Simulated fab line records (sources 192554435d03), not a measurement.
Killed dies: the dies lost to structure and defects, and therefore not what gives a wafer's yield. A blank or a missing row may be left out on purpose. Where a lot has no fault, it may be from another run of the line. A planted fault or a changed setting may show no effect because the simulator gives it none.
Matching of chambers    flow n5-finfet    rie-diel-02 running N5_GATE_CUT_DESCUM_18: 4 sister chambers
The step chemistry O2, time 7 s. 4 wafers are shown with their chamber, then 7 later ones without.

## WAFERS WITH THEIR CHAMBER
wafer   chamber  drypump-motor-current-A (A)
L089.5  2        6.5
L091.5  3        5.8
L092.1  0        5.1
L092.2  1        5.6

## WAFERS WITH NO CHAMBER GIVEN
wafer   drypump-motor-current-A (A)
L092.6  5.6
L095.2  5.1
L095.3  6.5
L095.5  5.9
L096.1  6.5
L096.2  5.9
L096.5  5.6

## WHICH CHAMBER EACH ONE RAN IN
wafer   from the rows above  in truth
L092.6  1                    1
L095.2  0                    0
L095.3  2                    2
L095.5  3                    3
L096.1  2                    2
L096.2  3                    3
L096.5  1                    1
7 of 7 placed correctly. Can't be placed from these rows: 0. Wrongly placed: 0.
How it was worked out, from the rows above alone: a wafer's distance from a chamber is the root of the sum, over the readings, of the square of ((its reading less the chamber's mean) divided by the reading's scatter). If the next closest chamber is less than 2 further off than the closest, the wafer can't be placed; otherwise it belongs to the closest. A chamber's mean is the mean of its shown wafers. The scatter: root of mean squared gap, hidden wafer to nearest shown wafer, with one shown wafer a chamber.
